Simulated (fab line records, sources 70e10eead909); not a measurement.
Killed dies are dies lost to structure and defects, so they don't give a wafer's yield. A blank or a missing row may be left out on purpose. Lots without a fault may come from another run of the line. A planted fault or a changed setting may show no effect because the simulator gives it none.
Which tool did it? | flow nand_harc | 14 lots, 42 wafers sampled, at 5 steps of a route of 1302

WHAT THE GAUGES READ, wafer by wafer
NHARC_THIN_TSV_CD_MEAS_33: target cd 5000 nm.
lot  | measured     | on        | cd_nm (nm)
L989 | day 24 15:35 | cd_sem-02 | 5001.1 5001.7 5000.6
L990 | day 25 06:07 | cd_sem-02 | 4998.8 4998.3 4996.9
L991 | day 25 07:28 | cd_sem-03 | 5003.5 5000.7 5000.8
L992 | day 26 03:21 | cd_sem-03 | 4998.2 4996.6 4999.6
L995 | day 27 02:01 | cd_sem-01 | 5000.8 5000.2 4998.3
L996 | day 27 14:34 | cd_sem-01 | 4997.7 4998.6 4996.9
L997 | day 27 22:15 | cd_sem-01 | 4999.8 5000.3 4999.1
L998 | day 28 09:44 | cd_sem-01 | 5000.2 4999.7 5000.1
L999 | day 28 10:34 | cd_sem-01 | 5001.1 5001.1 5001.0
L102 | day 30 04:57 | cd_sem-03 | 4996.9 4997.0 4995.0
L106 | day 31 08:00 | cd_sem-03 | 4997.5 4998.6 4998.6
L107 | day 32 08:36 | cd_sem-01 | 5000.2 4999.9 5001.7
L109 | day 33 02:08 | cd_sem-02 | 5000.7 5001.5 5003.2
L111 | day 33 10:41 | cd_sem-02 | 4998.8 4998.7 4998.5

NHARC_END_SORT_01.
lot  | measured     | on        | killed_at_array | killed_at_other | killed_at_periphery | killed_dies | killed_open | killed_short
L106 | day 31 17:05 | prober-02 | 155 163 160     | 0 0 0           | 5 5 6               | 160 168 166 | 5 2 2       | 0 3 1
L107 | day 32 20:22 | prober-01 | 156 166 174     | 0 0 0           | 5 1 5               | 161 167 179 | 2 2 4       | 2 0 2

WHICH TOOL RAN EACH LOT (tool, then ch and the chambers of the sampled wafers, then the start)
lot  | NHARC_A_CHANNEL_FILL_D2_CVD_09   | NHARC_THIN_TSV_DESCUM_14           | NHARC_THIN_TSV_PVD_51
L989 | lpcvd_poly-03 ch 0, day 15 21:41 | rie_diel-05 ch 1,2, day 24 09:58   | pvd_sputter-02, day 24 15:35 or earlier
L990 | lpcvd_poly-03 ch 0, day 16 17:28 | rie_diel-13 ch 0,1,3, day 25 00:29 | pvd_sputter-02, day 25 06:07 or earlier
L991 | lpcvd_poly-03 ch 0, day 16 17:28 | rie_diel-13 ch 1,2,3, day 25 01:40 | pvd_sputter-03, day 25 07:28 or earlier
L992 | lpcvd_poly-01 ch 0, day 17 03:14 | rie_diel-05 ch 0,1,2, day 25 21:37 | pvd_sputter-03, day 26 03:21 or earlier
L995 | lpcvd_poly-02 ch 0, day 18 12:13 | rie_diel-05 ch 0,1,3, day 26 20:07 | pvd_sputter-02, day 27 02:01 or earlier
L996 | lpcvd_poly-01 ch 0, day 19 03:22 | rie_diel-05 ch 0,1,2, day 27 08:49 | pvd_sputter-02, day 27 14:34 or earlier
L997 | lpcvd_poly-02 ch 0, day 19 12:32 | rie_diel-13 ch 2,3, day 27 16:29   | pvd_sputter-01, day 27 22:15 or earlier
L998 | lpcvd_poly-03 ch 0, day 20 01:10 | rie_diel-05 ch 1,3, day 28 03:38   | pvd_sputter-03, day 28 09:44 or earlier
L999 | lpcvd_poly-03 ch 0, day 20 01:10 | rie_diel-13 ch 2,3, day 28 04:39   | pvd_sputter-03, day 28 10:34 or earlier
L102 | lpcvd_poly-03 ch 0, day 21 11:44 | rie_diel-13 ch 0,1,2, day 29 23:22 | pvd_sputter-01, day 30 04:57 or earlier
L106 | lpcvd_poly-03 ch 0, day 23 00:43 | rie_diel-05 ch 1,2,3, day 31 02:16 | pvd_sputter-03, day 31 08:00 or earlier
L107 | lpcvd_poly-03 ch 0, day 23 09:25 | rie_diel-05 ch 0,1,3, day 32 03:00 | pvd_sputter-01, day 32 08:36 or earlier
L109 | lpcvd_poly-01 ch 0, day 24 07:32 | rie_diel-13 ch 0,1,3, day 32 20:22 | pvd_sputter-03, day 33 02:08 or earlier
L111 | lpcvd_poly-02 ch 0, day 24 20:06 | rie_diel-05 ch 0,2,3, day 33 04:52 | pvd_sputter-02, day 33 10:41 or earlier
- NHARC_A_CHANNEL_FILL_D2_CVD_09: deposits poly-Si, target thk 150 nm, time 3000 s.
- NHARC_THIN_TSV_DESCUM_14: chemistry O2, time 3 s.
- NHARC_THIN_TSV_PVD_51: deposits Cu, target thk 100 nm.

WHAT THE TOOLS THEMSELVES READ (means of the sampled wafers that have a number; where no wafer has one, the mark that the record gives instead)
NHARC_THIN_TSV_DESCUM_14.
lot  | tool        | drypump_motor_current_A (A) | oes_product_au (a.u.) | rf_vpp_V (V) | showerhead_plenum_p_Torr (Torr) | throttle_valve_pct (%)
L989 | rie_diel-05 | 6.6                         | 0.995                 | 57.5         | 1.88                            | 11.317
L990 | rie_diel-13 | 5.7                         | 0.991                 | 57.4         | 1.96                            | 11.307
L991 | rie_diel-13 | 5.8                         | 0.997                 | 58.4         | 1.95                            | 11.316
L992 | rie_diel-05 | 6.3                         | 0.997                 | 58.2         | 1.92                            | 11.306
L995 | rie_diel-05 | 6.2                         | 0.998                 | 58.6         | 1.93                            | 11.316
L996 | rie_diel-05 | 6.3                         | 1.005                 | 58.1         | 1.92                            | 11.308
L997 | rie_diel-13 | 5.5                         | 0.994                 | 58.4         | 2.01                            | 11.303
L998 | rie_diel-05 | 6.4                         | 0.999                 | 57.9         | 1.89                            | 11.309
L999 | rie_diel-13 | 5.6                         | 0.994                 | 58.2         | 2.01                            | 11.310
L102 | rie_diel-13 | 5.5                         | 0.997                 | 57.8         | 1.97                            | 11.319
L106 | rie_diel-05 | 6.2                         | 1.009                 | 58.5         | 1.84                            | 11.314
L107 | rie_diel-05 | 6.2                         | 0.994                 | 58.1         | 1.93                            | 11.306
L109 | rie_diel-13 | 5.7                         | 0.996                 | 57.8         | 1.96                            | 11.308
L111 | rie_diel-05 | 6.0                         | 0.999                 | 57.4         | 1.89                            | 11.310

NHARC_THIN_TSV_PVD_51.
lot  | tool           | throttle_valve_pct (%)
L989 | pvd_sputter-02 | 29.3
L990 | pvd_sputter-02 | 30.7
L991 | pvd_sputter-03 | 30.0
L992 | pvd_sputter-03 | 30.4
L995 | pvd_sputter-02 | 30.3
L996 | pvd_sputter-02 | 29.7
L997 | pvd_sputter-01 | 30.6
L998 | pvd_sputter-03 | 30.0
L999 | pvd_sputter-03 | 30.6
L102 | pvd_sputter-01 | 30.7
L106 | pvd_sputter-03 | 29.5
L107 | pvd_sputter-01 | 30.4
L109 | pvd_sputter-03 | 30.3
L111 | pvd_sputter-02 | 29.6

THE ANSWER, worked out from the rows above alone
Rule: what is usual is taken from the lots themselves. Put in order of their means at a reading, lots are off if they are a third of the lots or fewer, leave a main group of 4 or more, and stand apart from it by a gap of 3 or more times the standard deviation of the main group's means; of several such gaps the widest counts. A main group whose means are all the same, to the digits that the tables above print for the reading, isn't used. A lot without any number at a reading at which 4 lots or more have one is off too. The other lots that the step has rows for count as sound. The gauges are gone through in route order, then the tools' own readings, and for those a lot's mean is taken as printed above. The first step at which some lot is off is used, and at that step the reading that is off furthest; a lot without a number counts as furthest.
No lot is off at any reading shown: from this, nothing can be told.

WHAT THE SIMULATOR HAD PUT IN
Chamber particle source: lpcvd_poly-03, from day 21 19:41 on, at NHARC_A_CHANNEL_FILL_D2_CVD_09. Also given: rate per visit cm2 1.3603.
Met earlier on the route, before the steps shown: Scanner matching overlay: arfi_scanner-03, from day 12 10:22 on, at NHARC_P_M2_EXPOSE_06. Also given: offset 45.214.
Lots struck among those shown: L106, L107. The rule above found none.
